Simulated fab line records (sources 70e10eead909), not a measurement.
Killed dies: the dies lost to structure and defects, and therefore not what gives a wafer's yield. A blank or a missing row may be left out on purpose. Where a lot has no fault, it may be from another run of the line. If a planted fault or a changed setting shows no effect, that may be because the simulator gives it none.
Chamber matching | flow nandHarc | rieDiel-09 running NHARC_A_CHANNEL_HOLE_D1_ETCH_44: 4 sister chambers
The step etches the open film in CF4/O2, target depth 140 nm, overetch 14 nm, time 77 s. 16 wafers are shown with their chamber, then 8 later ones without.

## WAFERS, EACH WITH ITS CHAMBER
wafer  | chamber | showerheadPlenumPTorr (Torr) | drypumpMotorCurrentA (A) | oesProductAu (a.u.)
L077.2 | 3       | 1.43                         | 5.28                     | 0.988
L077.4 | 1       | 1.28                         | 5.61                     | 1.010
L077.6 | 2       | 1.30                         | 5.73                     | 0.988
L078.1 | 2       | 1.30                         | 5.74                     | 0.986
L078.2 | 0       | 1.44                         | 5.80                     | 1.016
L078.4 | 3       | 1.43                         | 5.32                     | 0.983
L079.1 | 2       | 1.30                         | 5.73                     | 0.972
L079.3 | 3       | 1.43                         | 5.31                     | 0.990
L079.6 | 0       | 1.44                         | 5.79                     | 1.019
L080.1 | 0       | 1.44                         | 5.80                     | 1.025
L080.5 | 3       | 1.43                         | 5.29                     | 0.990
L080.6 | 0       | 1.44                         | 5.81                     | 1.031
L084.1 | 3       | 1.43                         | 5.32                     | 0.985
L084.2 | 0       | 1.44                         | 5.83                     | 1.035
L084.6 | 0       | 1.43                         | 5.77                     | 1.030
L083.2 | 2       | 1.30                         | 5.72                     | 0.971

SIGNATURES (means of the wafers above)
reading               | chamber 0 | chamber 1 | chamber 2 | chamber 3 | scatter within a chamber
showerheadPlenumPTorr | 1.4383    | 1.2800    | 1.3000    | 1.4300    | 0.00264
drypumpMotorCurrentA  | 5.8000    | 5.6100    | 5.7300    | 5.3040    | 0.0171
oesProductAu          | 1.02600   | 1.01000   | 0.97925   | 0.98720   | 0.00679
Rule: a wafer lies at a distance from a chamber equal to the root of the sum of squares, over the readings, of (its reading less the chamber's mean, divided by the reading's scatter). The wafer belongs to the nearest chamber; if the next one is less than 2 further off, it can't be placed. The scatter is the square root of a quotient: the sum, over the shown wafers, of each reading's squared deviation from its chamber's mean, divided by wafers minus chambers.

## WAFERS WHOSE CHAMBER IS MISSING
wafer  | showerheadPlenumPTorr (Torr) | drypumpMotorCurrentA (A) | oesProductAu (a.u.)
L083.3 | 1.44                         | 5.83                     | 1.023
L083.4 | 1.43                         | 5.29                     | 0.995
L089.2 | 1.43                         | 5.80                     | 1.015
L089.4 | 1.30                         | 5.70                     | 1.009
L089.6 | 1.28                         | 5.61                     | 1.003
L094.1 | 1.43                         | 5.80                     | 1.005
L094.3 | 1.30                         | 5.73                     | 0.999
L094.5 | 1.28                         | 5.64                     | 1.011

## WHICH CHAMBER EACH ONE RAN IN
wafer  | from the rows above | in truth
L083.3 | 0                   | 0
L083.4 | 3                   | 3
L089.2 | 0                   | 0
L089.4 | 2                   | 2
L089.6 | 1                   | 1
L094.1 | 0                   | 0
L094.3 | 2                   | 2
L094.5 | 1                   | 1
Correct placement for 8 of the 8. Can't be placed from these rows: 0. Number placed wrongly: 0.
